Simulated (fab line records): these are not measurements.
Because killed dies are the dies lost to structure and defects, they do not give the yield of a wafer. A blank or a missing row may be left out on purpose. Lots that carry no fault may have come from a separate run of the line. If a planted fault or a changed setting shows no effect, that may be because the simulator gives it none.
Matching of chambers | flow n5 finfet | 3 sister chambers for N5_BEOL_M9_PECVD_70 on pecvd-04
The step deposits SiO2 from TEOS/O2, target thk 20 nm, time 22.7 s. 6 wafers are shown with their chamber, then 12 later ones without.

## WAFERS PAIRED WITH THEIR CHAMBERS
wafer  | chamber | showerhead plenum p Torr (Torr) | throttle valve pct (%)
L080.3 | 0       | 8.84                            | 20.5
L084.5 | 0       | 8.86                            | 20.7
L087.6 | 2       | 8.79                            | 20.4
L089.2 | 1       | 8.72                            | 21.5
L089.3 | 2       | 8.78                            | 20.9
L089.5 | 1       | 8.72                            | 21.6

## WAFERS WITHOUT THEIR CHAMBER
wafer  | showerhead plenum p Torr (Torr) | throttle valve pct (%)
L090.3 | 8.78                            | 20.9
L090.4 | 8.87                            | 20.7
L090.5 | 8.77                            | 20.8
L091.2 | 8.71                            | 21.6
L091.4 | 8.71                            | 21.4
L091.6 | 8.87                            | 20.7
L093.1 | 8.73                            | 21.8
L093.4 | 8.72                            | 21.5
L093.6 | 8.86                            | 20.7
L094.1 | 8.77                            | 20.8
L094.3 | 8.72                            | 21.6
L094.4 | 8.75                            | 20.9

## EACH ONE'S CHAMBER
wafer  | from the rows above     | in truth
L090.3 | 2                       | 2
L090.4 | 0                       | 0
L090.5 | 2                       | 2
L091.2 | 1                       | 1
L091.4 | 1                       | 1
L091.6 | 0                       | 0
L093.1 | 1                       | 1
L093.4 | 1                       | 1
L093.6 | 0                       | 0
L094.1 | 2                       | 2
L094.3 | 1                       | 1
L094.4 | can't be placed: 2 or 1 | 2
Placed correctly: 11 of 12. Can't be placed from these rows: 1 (the true chamber is among the candidates in 1). Number placed wrongly: 0.
How it was worked out, from the rows above alone: a wafer's distance from a chamber is the root of the sum, over the readings, of the square of ((its reading less the chamber's mean) divided by the reading's scatter). If the next closest chamber is less than 2 further off than the closest, the wafer can't be placed; otherwise it belongs to the closest. For every chamber, the mean is computed from those of its wafers that are shown. The scatter: take each reading less its chamber's mean, square it, sum over the shown wafers, divide by the number of wafers less the number of chambers, and take the root.
